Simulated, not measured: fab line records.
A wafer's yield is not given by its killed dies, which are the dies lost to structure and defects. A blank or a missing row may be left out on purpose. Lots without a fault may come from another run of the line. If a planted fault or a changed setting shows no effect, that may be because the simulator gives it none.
Chamber matching + flow n5 finfet + 4 sister chambers for N5_HKMG_FIN_ETCH_58 on rie diel-01
The step etches SOC in N2/H2, target depth 215.8 nm, time 741 s. 8 wafers are shown with their chamber, then 7 later ones without.

== EACH WAFER AND ITS CHAMBER ==
| wafer  | chamber | showerhead plenum p Torr (Torr) | drypump motor current A (A) |
|--------|---------|---------------------------------|-----------------------------|
| L074.2 | 2       | 2.63                            | 5.1                         |
| L080.5 | 1       | 2.71                            | 5.6                         |
| L080.6 | 0       | 2.44                            | 5.6                         |
| L084.1 | 3       | 2.67                            | 6.2                         |
| L084.3 | 0       | 2.43                            | 5.6                         |
| L084.6 | 3       | 2.67                            | 6.2                         |
| L089.1 | 1       | 2.70                            | 5.6                         |
| L089.2 | 2       | 2.61                            | 5.0                         |

== WAFERS WHOSE CHAMBER IS MISSING ==
| wafer  | showerhead plenum p Torr (Torr) | drypump motor current A (A) |
|--------|---------------------------------|-----------------------------|
| L089.4 | 2.43                            | 5.7                         |
| L094.1 | 2.69                            | 5.6                         |
| L094.2 | 2.42                            | 5.6                         |
| L094.3 | 2.66                            | 6.2                         |
| L097.1 | 2.65                            | 6.2                         |
| L097.3 | 2.42                            | 5.6                         |
| L097.6 | 2.61                            | 5.0                         |

== CHAMBER TAKEN BY EACH ==
| wafer  | from the rows above | in truth |
|--------|---------------------|----------|
| L089.4 | 0                   | 0        |
| L094.1 | 1                   | 1        |
| L094.2 | 0                   | 0        |
| L094.3 | 3                   | 3        |
| L097.1 | 3                   | 3        |
| L097.3 | 0                   | 0        |
| L097.6 | 2                   | 2        |
7 of 7 placed correctly. From these rows, 0 cannot be placed. Wrongly placed: 0.
How it was worked out, from the rows above alone: a wafer's distance from a chamber is the root of the sum, over the readings, of the square of ((its reading less the chamber's mean) divided by the reading's scatter). The wafer belongs to the nearest chamber; if the next one is less than 2 further off, it can't be placed. For every chamber, the mean is computed from those of its wafers that are shown. The scatter: take each reading less its chamber's mean, square it, sum over the shown wafers, divide by the number of wafers less the number of chambers, and take the root.
